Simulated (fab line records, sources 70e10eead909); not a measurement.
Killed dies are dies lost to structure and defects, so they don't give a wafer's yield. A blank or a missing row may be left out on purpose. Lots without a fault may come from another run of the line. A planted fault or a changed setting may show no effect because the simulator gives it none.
Which tool did it? | flow nand_harc | 7 lots, 21 wafers sampled, at 2 steps of a route of 1159

WHAT THE GAUGES READ, wafer by wafer
NHARC_A_CONTACT_CD_MEAS_15.
lot  | measured     | on        | cd_nm (nm)
L721 | day 17 15:02 | cd_sem-01 | 90.9 91.6 91.0
L723 | day 17 20:13 | cd_sem-01 | 90.8 90.4 90.6
L727 | day 19 14:58 | cd_sem-02 | 90.1 88.7 90.1
L732 | day 20 19:56 | cd_sem-03 | 90.4 90.0 90.1
L736 | day 22 04:43 | cd_sem-02 | 91.1 90.5 91.0
L739 | day 22 16:38 | cd_sem-02 | 89.2 89.4 89.5
L737 | day 23 00:53 | cd_sem-01 | 88.4 89.6 89.4

WHICH TOOL RAN EACH LOT (tool, then ch and the chambers of the sampled wafers, then the start)
lot  | NHARC_A_CONTACT_ETCH_136
L721 | har_cap_etch-02 ch 0,1, day 17 14:05
L723 | har_cap_etch-02 ch 0,1, day 17 19:15
L727 | har_cap_etch-01 ch 0,1, day 19 14:01
L732 | har_cap_etch-02 ch 0,1, day 20 18:58
L736 | har_cap_etch-02 ch 0,1, day 22 03:43
L739 | har_cap_etch-02 ch 0,1, day 22 15:38
L737 | har_cap_etch-02 ch 0,1, day 22 23:49
- NHARC_A_CONTACT_ETCH_136: etches the open film in C4F8/O2/Ar, time 132 s, target depth 1287 nm.

THE ANSWER, worked out from the rows above alone
Rule: what is usual is taken from the lots themselves. Put in order of their means at a reading, lots are off if they are a third of the lots or fewer, leave a main group of 4 or more, and stand apart from it by a gap of 3 or more times the standard deviation of the main group's means; of several such gaps the widest counts. A main group whose means are all the same, to the digits that the tables above print for the reading, isn't used. A lot without any number at a reading at which 4 lots or more have one is off too. The other lots that the step has rows for count as sound.
No lot is off at any reading shown: from this, nothing can be told.

WHAT THE SIMULATOR HAD PUT IN
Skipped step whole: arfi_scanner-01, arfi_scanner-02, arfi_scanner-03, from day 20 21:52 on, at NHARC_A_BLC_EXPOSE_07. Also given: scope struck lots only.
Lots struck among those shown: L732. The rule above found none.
